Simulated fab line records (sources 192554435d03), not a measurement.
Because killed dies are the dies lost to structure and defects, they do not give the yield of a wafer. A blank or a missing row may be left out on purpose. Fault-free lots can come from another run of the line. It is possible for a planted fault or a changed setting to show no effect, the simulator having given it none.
The tool behind it: which one?    flow n5Finfet    10 lots, 28 wafers sampled, at 1 step of a route of 1938

## WHAT THE GAUGES READ, wafer by wafer
N5_BEOL_M4_RC_MEAS_101.
lot   measured      on         DIBL_N (mV/V)
L760  day 8 09:48   prober-01  36.6 35.3 35.0
L761  day 9 04:04   prober-02  36.6 35.0 37.3
L762  day 9 07:08   prober-02  32.9 34.0 33.6
L764  day 9 14:08   prober-01  34.8 35.7 35.7
L769  day 11 05:33  prober-01  38.2 35.1 32.3
L770  day 11 16:47  prober-02  34.5 37.8 36.8
L772  day 11 22:15  prober-01  38.9 39.1
L779  day 13 08:14  prober-02  39.0 39.5
L778  day 13 09:20  prober-02  38.8 36.6 33.3
L780  day 13 10:43  prober-01  36.4 37.7 38.0

## WHAT TOOL EACH LOT RAN ON (gives the tool, then ch and the chambers of the sampled wafers, and finally the start)
The record holds no process step before these readings.

## THE ANSWER, worked out from the rows above alone
Rule: usual is defined by the lots themselves. The widest of any qualifying gaps counts: lots, ordered by their means at a reading, are off when they make up no more than a third of the lots, leave a main group of 4 or more, and stand apart from it by 3 or more times the standard deviation of that group's means. If all means in a main group match to the digits the tables above print for the reading, that group is not used. A lot without any number at a reading at which 4 lots or more have one is off too. Where the step has rows for the other lots, those lots are counted as sound.
Across all readings shown, no lot is off: no conclusion can be drawn from this.

## WHAT THE SIMULATOR HAD PUT IN
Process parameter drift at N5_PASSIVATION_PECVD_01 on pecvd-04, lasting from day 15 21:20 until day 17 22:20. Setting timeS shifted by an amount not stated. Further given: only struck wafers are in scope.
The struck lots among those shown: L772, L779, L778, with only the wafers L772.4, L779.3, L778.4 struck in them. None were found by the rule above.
